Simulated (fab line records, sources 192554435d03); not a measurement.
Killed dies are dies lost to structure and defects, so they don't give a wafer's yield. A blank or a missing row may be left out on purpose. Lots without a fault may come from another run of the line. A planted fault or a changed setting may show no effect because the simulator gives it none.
fab line records | flow n5_finfet
record lots=7 wafers=39
route steps=1938 shown WELL_APT@47 DUMMY_GATE@237
start_h: hours from the record's first day to the start of the lot's first wafer shown | wait_h: hours since the lot's step before | " the same as in the row above | L1.1+2: a row that stands for several wafers | - no value, or no start given | * or withheld: withheld | < > ~ a bound
route shown NAME@n: a module of which the file shows steps, and the number in the route of the first | usual: mean/standard deviation of fault-free wafers | same: alike in all rows | chamber/n: place in a boat | sites: the reading at each site | _std_site: their standard deviation | _edge_site: outer sites' mean less inner sites' | radius_mm: how far each site lies from the wafer's centre | mask NAME#n: copy n | behind: the tool/chamber that last shaped the wafer | hold: why the lot was held/for how many hours/how that ended | device: the transistor (n, p or np) that didn't switch | end of line: the same wafers' tests at the end of the route | a step without rows: its recipe alone | killed: dies lost to structure and defects at the first sort, not the wafer's yield | map: a wafer's dies, x killed, . not, _ none there
set.NAME: the setting as run; set.NAME@STEP: as run at that earlier step | model.NAME: the simulator's own value behind a step, which no gauge read
lots whose settings were changed on purpose; a table a step, a row a wafer
## steps
# step N5_WELL_APT_IMPLANT_31
# recipe species=B energy_kev=60 dose_cm2=1.5e+13 tilt_deg=0 rotation_deg=0
# columns lot.wafer tool chamber start_h wait_h set.energy_kev model.implant.rp_nm model.implant.drp_nm
L078.1+3+6 implanter-02 0 39.22 0.1 60 185.2 64.53
L078.2+4+5 " 0 " " 64.45 204.3 66.97
L081.2+5+6 implanter-01 0 57.14 0.1 60 192.8 64.53
L089.1+2+3 implanter-02 0 105.40 0.1 65.77 211.2 67.67
L089.4+5+6 " 0 " " 60 185.1 64.53
L090.1+2+4 implanter-02 0 111.04 0.1 62.35 200.3 65.84
L090.3+5+6 " 0 " " 60 191.2 64.53
L093.1+4+6 implanter-01 0 131.39 0.1 64.13 208 66.8
L093.2+3+5 " 0 " " 60 190.1 64.53
L092.1+2+6 implanter-02 0 131.54 0.1 63.93 211 66.7
L092.3+4+5 " 0 " " 60 193.8 64.53
L095.1+2+4 implanter-02 0 141.45 0.1 60 196 64.53
L095.3+5+6 " 0 " " 53.61 176.8 60.73
# step N5_DUMMY_GATE_ETCH_37
# recipe chemistry=N2/H2 target=SOC target_depth_a=600 overetch_a=300 temp_c=40 ion_energy_ev=200 pressure_mtorr=30 source_w=840 bias_w=150 n2_flow_sccm=200 h2_flow_sccm=200
# usual rf_vpp_V=524.4/2.3
# columns lot.wafer tool chamber start_h wait_h set.source_w rf_vpp_V
L078.1 rie_diel-01 3 69.65 0.0 840 518.6
L078.2 " 0 " " 901.2 512.4
L078.3 " 1 " " 840 526.8
L078.4 " 2 " " 840 524.8
L078.5 " 3 " " 901.2 509.1
L078.6 " 2 " " 901.2 513.8
L081.2 rie_diel-06 3 90.57 0.0 840 528.5
L081.5 " 3 " " 840 527.4
L081.6 " 2 " " 840 523.6
L089.1 rie_diel-06 3 138.37 0.0 840 527.6
L089.2 " 0 " " 840 520.3
L089.3 " 2 " " 840 523.5
L089.4 " 1 " " 840 523.3
L089.5 " 1 " " 840 523.8
L089.6 " 2 " " 840 521.9
L090.1 rie_diel-01 2 143.85 0.0 840 524.9
L090.2 " 3 " " 766.7 536.8
L090.3 " 1 " " 766.7 543.4
L090.4 " 0 " " 766.7 541.2
L090.5 " 3 " " 840 520.3
L090.6 " 0 " " 840 524.7
L093.1 rie_diel-06 1 162.30 0.0 840 522.8
L093.2 " 2 " " 840 523.6
L093.3 " 3 " " 840 527.4
L093.4 " 1 " " 840 522.8
L093.5 " 2 " " 840 521.8
L093.6 " 3 " " 840 526.8
L092.1 rie_diel-03 1 166.21 0.0 782.3 538.6
L092.2 " 3 " " 840 526.4
L092.3 " 0 " " 840 523.6
L092.4 " 2 " " 840 522.4
L092.5 " 1 " " 782.3 536.4
L092.6 " 0 " " 782.3 538.9
L095.1 rie_diel-03 0 172.13 0.0 898.1 513.8
L095.2 " 2 " " 840 523.6
L095.3 " 1 " " 840 524.8
L095.4 " 3 " " 898.1 515.2
L095.5 " 0 " " 840 525.0
L095.6 " 3 " " 898.1 513.6
# step N5_DUMMY_GATE_ETCH_31
# recipe chemistry=C4F6/O2 target=SiO2 mask_material=SOC target_depth_a=825 time_s=27.5 ion_energy_ev=250 pressure_mtorr=30 source_w=345 bias_w=185 Ar_flow_sccm=300 C4F6_flow_sccm=10 O2_flow_sccm=10
# columns lot.wafer tool chamber start_h wait_h set.target_depth_a model.etch.depth_nm
L078.1 rie_diel-03 2 69.93 0.0 825 81.84
L078.2 " 1 " " 825 79.83
L078.3 " 3 " " 752 75.55
L078.4 " 0 " " 752 74.73
L078.5 " 2 " " 752 74.74
L078.6 " 1 " " 825 78.69
L081.2 rie_diel-06 2 90.89 0.1 825 84.87
L081.5 " 1 " " 825 80.48
L081.6 " 2 " " 825 83.98
L089.1 rie_diel-06 1 138.65 0.0 756.6 74.73
L089.2 " 3 " " 825 83.49
L089.3 " 0 " " 756.6 73.9
L089.4 " 2 " " 825 83.76
L089.5 " 2 " " 825 84.39
L089.6 " 1 " " 756.6 74.69
L090.1 rie_diel-03 2 144.29 0.0 914.9 89.94
L090.2 " 3 " " 914.9 92.56
L090.3 " 1 " " 825 82.27
L090.4 " 0 " " 825 82.7
L090.5 " 2 " " 825 81.23
L090.6 " 1 " " 914.9 91.66
L093.1 rie_diel-06 2 162.60 0.0 825 83.62
L093.2 " 1 " " 825 80.56
L093.3 " 3 " " 825 82.82
L093.4 " 1 " " 825 79.9
L093.5 " 2 " " 825 83.42
L093.6 " 3 " " 825 82.91
L092.1 rie_diel-01 0 166.65 0.1 865.3 87.94
L092.2 " 1 " " 865.3 84.67
L092.3 " 3 " " 825 79.77
L092.4 " 2 " " 825 84.54
L092.5 " 1 " " 865.3 85.2
L092.6 " 0 " " 825 84.09
L095.1 rie_diel-03 1 172.40 0.0 825 82.31
L095.2 " 2 " " 825 81.71
L095.3 " 3 " " 865.2 87.1
L095.4 " 0 " " 865.2 85.75
L095.5 " 0 " " 865.2 84.13
L095.6 " 1 " " 825 82.75
## key
split step=N5_WELL_APT_IMPLANT_31 setting=energy_kev stated=60 by=wafer
response step=N5_WELL_APT_IMPLANT_31 reading=model.implant.rp_nm change=+2.37 per=1% r=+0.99
response step=N5_WELL_APT_IMPLANT_31 reading=model.implant.drp_nm change=+0.338 per=1% r=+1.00
split step=N5_DUMMY_GATE_ETCH_37 setting=source_w stated=840 by=wafer
response step=N5_DUMMY_GATE_ETCH_37 reading=rf_vpp_V change=-1.79 per=1% r=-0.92
split step=N5_DUMMY_GATE_ETCH_31 setting=target_depth_a stated=825 by=wafer
response step=N5_DUMMY_GATE_ETCH_31 reading=model.etch.depth_nm change=+0.82 per=1% r=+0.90
